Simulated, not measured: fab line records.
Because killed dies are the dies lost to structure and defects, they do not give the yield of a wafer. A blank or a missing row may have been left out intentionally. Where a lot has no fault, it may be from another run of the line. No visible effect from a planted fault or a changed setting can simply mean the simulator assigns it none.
Struck lot and sound lot, side by side | flow n5 finfet | 28 steps out of a route of 1938
Sound: wafers L533.2, L533.5, L533.6. Wafers L541.1, L541.2, L541.6 were the ones struck. At the end, the cause is stated.
Order at every step that has rows: each side's tool, ch and its chambers, its first start. Under that, the readings that differ: sound wafers | struck wafers | difference of the means | sigmas: that difference in standard deviations of wafers without a fault.
alike: readings with means less than 2 such deviations apart, plus words and numbers identical on both sides. not compared: withheld readings, readings lacking a value on some wafer, bounds such as >300 that could conceal the same value, and numbers that have no deviation in the record and whose values overlap.
A row with sigmas, a row that says differs or no value, or rows on one side alone: a step with any of these is where the two part. Numbers that don't overlap but have no deviation are shown without sigmas and don't part them. Lack of a reading on every wafer of one side parts them only where that side has two or more wafers.

first, 9 steps without rows for these wafers: N5_BEOL_M0_SAQP_PEB_38 (peb time 60 s); N5_BEOL_M0_SAQP_DEVELOP_39 (develop time 30 s); N5_BEOL_M0_SAQP_DESCUM_45 (chemistry O2, time 7 s); N5_BEOL_M0_SAQP_ETCH_88 (etches underlayer in N2/H2, target depth 6.5 nm, time 5.2 s); N5_BEOL_M0_SAQP_ETCH_73 (etches SiARC in CF4, target depth 19.5 nm, time 32.5 s); N5_BEOL_M0_SAQP_CUT_ETCH_46 (etches SOC in N2/H2, target depth 135 nm, overetch 27 nm, time 202.5 s); N5_BEOL_M0_SAQP_STRIP_74 (strips in N2/H2); N5_BEOL_M0_SAQP_STRIP_89 (strips in N2/H2); N5_BEOL_M0_SAQP_ALD_48 (deposits SiO2, target thk 20 nm, pulse time 1 s, co reactant pulse time 1 s).
N5_BEOL_M0_SAQP_ETCH_49: etches SiO2 in CF4/O2, target depth 37 nm.
  sound on rie diel-05 ch 0,1, day 6 18:52; struck on rie diel-05 ch 0,2, day 8 21:34
  reading                                       | sound             | struck            | difference | sigmas
  oes product au (a.u.)                         | 0.70 0.70 0.75    | 0.97 0.98 0.99    | +0.26      | +7
  model.etch.depth nm (nm)                      | 35.78 35.71 36.88 | 55.84 55.59 55.85 | +19.64     |
  model.BEOL_M0_SAQP.feature depth nm (nm)      | 35.8 35.8 36.8    | 55.8 55.6 55.8    | +19.6      |
  model.SOC_of_BEOL_M0_SAQP_COAT_69.thk nm (nm) | 71.6 71.6 70.8    | 60.8 60.8 60.4    | -10.7      |
  alike: drypump motor current A, rf vpp V, showerhead plenum p Torr, throttle valve pct
  not compared: rf hours counter h
then, 10 steps without rows for these wafers: N5_BEOL_M0_SAQP_STRIP_75 (strips in CF4); N5_BEOL_M0_CUTY_COAT_50 (time 60 s, resist thk 15 nm); N5_BEOL_M0_CUTY_COAT_51 (resist thk 150 nm); N5_BEOL_M0_CUTY_EBR_52; N5_BEOL_M0_CUTY_SOFTBAKE_53 (time 60 s); N5_BEOL_M0_CUTY_EXPOSE_54 (exposes mask M0 ABLK); N5_BEOL_M0_CUTY_PEB_55 (peb time 60 s); N5_BEOL_M0_CUTY_DEVELOP_56 (develop time 30 s); N5_BEOL_M0_CUTY_DESCUM_61 (chemistry O2, time 7.9 s); N5_BEOL_M0_CUTY_ETCH_62 (etches SiARC in CF4, time 58.5 s).
N5_BEOL_M0_CUTY_ETCH_63: etches SOC in N2/H2, target depth 82.7 nm, overetch 16.5 nm, time 124 s.
  sound on rie diel-02 ch 1,2,3, day 6 19:25; struck on rie diel-02 ch 0,2, day 8 22:05
  reading                  | sound            | struck            | difference | sigmas
  model.etch.depth nm (nm) | 71.6 71.62 70.76 | 60.83 60.72 60.44 | -10.66     |
  alike: drypump motor current A, oes product au, rf vpp V, showerhead plenum p Torr, throttle valve pct
  not compared: rf hours counter h
then, 3 steps without rows for these wafers: N5_BEOL_M0_CUTY_STRIP_64 (strips in N2/H2); N5_BEOL_M0_ETCH_138 (etches SiCN in CH3F/O2, target depth 12 nm, time 31.6 s); N5_BEOL_M0_HM_OPEN_105 (chemistry Cl2/BCl3, target TiN, target depth 12 nm).
N5_BEOL_M0_STRIP_140: strips in CF4.
  sound on rie diel-01 ch 0,2, day 6 20:31; struck on rie diel-04 ch 0,2, day 8 23:24
  reading                                       | sound          | struck      | difference | sigmas
  model.SiO2_of_BEOL_M0_SAQP_ALD_48.thk nm (nm) | 12.2 12.2 11.2 | 5.6 5.6 5.6 | -6.3       |
  alike: drypump motor current A, oes product au, rf vpp V, showerhead plenum p Torr, throttle valve pct
  not compared: rf hours counter h
then, 1 step without rows for these wafers: N5_BEOL_M0_STRIP_104 (strips in N2/H2).
-- record jumps: 2 days separate the struck wafers' starts on either side; left off in module BEOL_M0, taken up again in module BEOL_M4, whose first shown step is the route's number 1111 --
N5_BEOL_M4_RC_MEAS_101:
  sound on prober-02 ch 0, day 9 02:45; struck on prober-02 ch 0, day 11 08:16
  reading       | sound       | struck      | difference | sigmas
  ION_P (uA/um) | 452 442 463 | 463 484 476 | +22        | +2
  alike: DIBL_N, DIBL_P, IOFF_N, IOFF_P, ION_N, SS_N, SS_P, VT_N, VT_P
-- a jump in the record: the struck wafers' starts before and after are 4 days apart (it breaks off in module BEOL_M4 and resumes in module PASSIVATION, where the first step shown is number 1936 of the route) --
N5_PASSIVATION_PROBE_49:
  sound on prober-01, day 13 12:28; struck on prober-02, day 15 16:43
  alike: defect limited yield, killed_at_M0_to_M3, killed_at_M4_up, killed at contacts, killed at front end, killed at other, killed dies, killed open, killed short, sort_bin_5_function, sort_bin_6_memory, sort_bin_8_speed, sort n pass

## WHERE THEY PART
Earliest at N5_BEOL_M0_SAQP_ETCH_49; latest, in this record, at N5_BEOL_M4_RC_MEAS_101. Later steps at which nothing parts them and some readings are alike: N5_PASSIVATION_PROBE_49.

WHY: what the simulator had put in
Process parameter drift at N5_BEOL_M0_SAQP_ETCH_49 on rie diel-05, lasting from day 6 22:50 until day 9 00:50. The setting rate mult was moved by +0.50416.
